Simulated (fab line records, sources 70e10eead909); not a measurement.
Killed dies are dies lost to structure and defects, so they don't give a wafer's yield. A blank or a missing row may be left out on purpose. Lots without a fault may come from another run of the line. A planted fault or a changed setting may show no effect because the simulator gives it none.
Problem report in the 8D (eight disciplines) form, filled by code | flow nand_harc | the parts of the form that need people (team, actions taken, sign-off) are left out

1. THE PROBLEM
cd_nm at NHARC_P_M0_CD_MEAS_09 reads a mean of 101.5 nm on 6 wafers of 2 lots; wafers without a fault read 90.2 nm with a standard deviation of 0.69. That is +16 standard deviations from the usual mean.
The step: target cd 90 nm.
First seen on wafer L885.1, day 7 14:43, on cd_sem-03. The record holds 42 wafers of 14 lots with a number at this step. Rule for "out", or "out of limits": more than 4 standard deviations from the usual mean. The other wafers with a number count as sound.

2. WHAT IT IS AND WHAT IT IS NOT
question                    | is                     | is not
which readings at this step | cd_nm                  | -
which lots                  | L885, L889             | L879, L880, L881, L882, L883, L888, L891, L894, L896, L897, L900, L902
which wafers of those lots  | all that have a number | -
read on which gauges        | cd_sem-01, cd_sem-03   | cd_sem-02
when                        | from day 7 14:43       | up to then (15 sound wafers); but 21 sound wafers of L888, L891, L894, L896, L897, L900, L902 came after

3. SUSPECTS, AND WHAT RULES EACH OUT
Counting: a tool at a process step up to the reading stays a suspect if it ran every lot that is out and no sound lot after the first of them.
- the gauge at NHARC_P_M0_CD_MEAS_09: ruled out. The wafers that are out were read on 2 gauges (cd_sem-01, cd_sem-03).
- rie_diel-11 at NHARC_P_CONTACT_DESCUM_17 (chemistry O2, time 3 s): ruled out as a lasting fault. Sound lots L888, L894, L896, L900, L902 ran on it after its first lot that is out, L885 (day 7 10:43).
- litho_track-04 at NHARC_P_M0_PEB_07 (peb time 65 s): kept. It ran every lot that is out, first L885 (day 7 14:38), and no sound lot after that; its last sound lot up to then is L881 (day 6 19:25). Its own readings are out on those wafers: heater_power_total_W, plate_temp_C.
Left after counting: litho_track-04 at NHARC_P_M0_PEB_07.

4. THE CAUSE (what the simulator had put in)
Process parameter drift: litho_track-04, from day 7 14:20 on, at NHARC_P_M0_PEB_07. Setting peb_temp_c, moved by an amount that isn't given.
Counting left only this tool.

5. THE CHAIN OF EFFECTS, in route order
Each row: a reading whose mean over the struck wafers that have a number lies more than 3 standard deviations from the usual. Only readings for which the record gives a usual standard deviation are gone through. hours: the time from each lot's start at the first step in this table that gives one to its start at this step, as a median over the lots. sigmas: the change in usual standard deviations.
hours | step                  | reading              | usual    | on struck wafers | change | sigmas
0     | NHARC_P_M0_PEB_07     | heater_power_total_W | 156.7 W  | 163.4            | +6.7   | +17
0     | NHARC_P_M0_PEB_07     | plate_temp_C         | 100.01 C | 103.17           | +3.16  | +26
0     | NHARC_P_M0_CD_MEAS_09 | cd_nm                | 90.2 nm  | 101.5            | +11.3  | +16
The process steps in it:
- NHARC_P_M0_PEB_07: peb time 65 s.

6. WHAT WOULD HAVE CAUGHT IT SOONER
In this record the first reading out of limits at a measuring or inspecting step was taken at day 7 14:43, 0 hours after the fault began at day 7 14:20.
The tool's own readings at NHARC_P_M0_PEB_07 were out on every struck wafer that the step has a row for (heater_power_total_W, plate_temp_C): an alarm limit on them would have fired on the first of those.
Of the lots that are out (2), L889 began NHARC_P_M0_PEB_07 on litho_track-04 after day 7 14:43. A hold on the tool at that time would have spared it.
